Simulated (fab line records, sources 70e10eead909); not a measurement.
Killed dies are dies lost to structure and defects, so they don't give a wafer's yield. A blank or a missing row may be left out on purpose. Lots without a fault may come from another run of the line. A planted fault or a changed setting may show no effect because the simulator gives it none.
Chamber matching | flow nand_harc | NHARC_P_ZERO_WELL_DESCUM_54 on rie_diel-02: 4 sister chambers
The step chemistry O2, time 3 s. 4 wafers are shown with their chamber, then 7 later ones without.

WAFERS WITH THEIR CHAMBER
wafer  | chamber | drypump_motor_current_A (A)
L083.1 | 1       | 6.0
L086.5 | 0       | 5.5
L087.1 | 2       | 4.8
L087.2 | 3       | 6.0

WAFERS WITHOUT THEIR CHAMBER
wafer  | drypump_motor_current_A (A)
L087.3 | 6.0
L089.1 | 5.6
L089.2 | 6.0
L089.3 | 6.0
L097.1 | 6.0
L097.5 | 6.0
L097.6 | 5.6

WHICH CHAMBER EACH WENT THROUGH
wafer  | from the rows above     | in truth
L087.3 | can't be placed: 1 or 3 | 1
L089.1 | 0                       | 0
L089.2 | can't be placed: 1 or 3 | 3
L089.3 | can't be placed: 1 or 3 | 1
L097.1 | can't be placed: 1 or 3 | 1
L097.5 | can't be placed: 1 or 3 | 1
L097.6 | 0                       | 0
Placed correctly: 2 of 7. Can't be placed from these rows: 5 (the true chamber is among the candidates in 5). Placed wrongly: 0.
How it was worked out, from the rows above alone: a wafer's distance from a chamber is the root of the sum, over the readings, of the square of ((its reading less the chamber's mean) divided by the reading's scatter). The wafer belongs to the nearest chamber; if the next one is less than 2 further off, it can't be placed. A chamber's mean is the mean of its shown wafers. The scatter: with one shown wafer a chamber, the root of the mean of the squares of how far each hidden wafer lies from its nearest shown one.
